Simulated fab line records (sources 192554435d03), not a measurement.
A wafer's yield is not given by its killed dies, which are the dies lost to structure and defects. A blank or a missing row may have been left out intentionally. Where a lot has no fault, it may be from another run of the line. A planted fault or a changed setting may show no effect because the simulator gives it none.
Which tool was responsible? ; flow n5_finfet ; route of 1938 steps, sampled at 1 step: 12 lots, 36 wafers

## WHAT EACH GAUGE READ, for each wafer
N5_BEOL_M9_OVL_MEAS_29.
lot;measured;on;V8_OVL (nm)
L075;day 9 17:31;overlay-02;0.0 0.7 1.1
L077;day 10 02:02;overlay-02;0.3 0.6 1.1
L079;day 10 11:07;overlay-02;1.0 0.6 0.7
L081;day 11 13:04;overlay-02;0.8 1.3 0.4
L084;day 12 04:31;overlay-01;0.1 -0.7 0.5
L083;day 12 07:14;overlay-01;-0.3 0.2 -0.8
L087;day 13 00:38;overlay-02;-0.1 0.5 0.3
L089;day 13 13:38;overlay-01;0.5 0.5 -0.2
L091;day 14 01:40;overlay-01;0.7 0.6 0.9
L094;day 14 13:50;overlay-02;-0.3 -0.2 -0.3
L095;day 14 20:44;overlay-01;-0.7 -1.0 -0.6
L096;day 15 08:13;overlay-02;0.8 0.5 0.6

## WHICH TOOL RAN EACH LOT (tool, then ch and the chambers of the sampled wafers, then the start)
The record shows no process step preceding these readings.

## THE ANSWER, worked out from the rows above alone
Rule: what is usual is taken from the lots themselves. The widest of any qualifying gaps counts: lots, ordered by their means at a reading, are off when they make up no more than a third of the lots, leave a main group of 4 or more, and stand apart from it by 3 or more times the standard deviation of that group's means. The tables above print the reading to a certain number of digits; a main group whose means all agree to those digits is not used. Also off: a lot with no number at a reading for which 4 or more lots have one. Where the step has rows for the other lots, those lots are counted as sound.
Nothing can be told from this: no lot is off at any reading shown.

## WHAT WAS PUT IN BY THE SIMULATOR
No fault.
